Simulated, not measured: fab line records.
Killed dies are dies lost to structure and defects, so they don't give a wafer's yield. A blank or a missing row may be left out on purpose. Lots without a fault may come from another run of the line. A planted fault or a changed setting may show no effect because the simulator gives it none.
Matching of chambers    flow n5 finfet    rie diel-02 running N5_MOL_CONTACT_COAG_ETCH_48: 4 sister chambers
The step etches SiOC in C4F6/O2, target depth 15 nm, overetch 4.5 nm, time 17 s. 4 wafers are shown with their chamber, then 7 later ones without.

## WAFERS PAIRED WITH THEIR CHAMBERS
wafer   chamber  throttle valve pct (%)
L970.5  3        40.5
L978.3  2        40.7
L980.1  0        41.1
L980.4  1        40.1

## WAFERS MISSING THEIR CHAMBER
wafer   throttle valve pct (%)
L980.6  41.1
L981.3  40.7
L981.4  40.2
L981.5  40.5
L982.3  40.2
L982.4  40.5
L982.6  40.2

## CHAMBER TAKEN BY EACH
wafer   from the rows above  in truth
L980.6  0                    0
L981.3  2                    2
L981.4  1                    1
L981.5  3                    3
L982.3  1                    1
L982.4  3                    3
L982.6  1                    1
Correct placement for 7 of the 7. Left unplaced by these rows: 0. Number placed wrongly: 0.
How it was worked out, from the rows above alone: a wafer's distance from a chamber is the root of the sum, over the readings, of the square of ((its reading less the chamber's mean) divided by the reading's scatter). If the next closest chamber is less than 2 further off than the closest, the wafer can't be placed; otherwise it belongs to the closest. For every chamber, the mean is computed from those of its wafers that are shown. The scatter: with one shown wafer a chamber, the root of the mean of the squares of how far each hidden wafer lies from its nearest shown one.
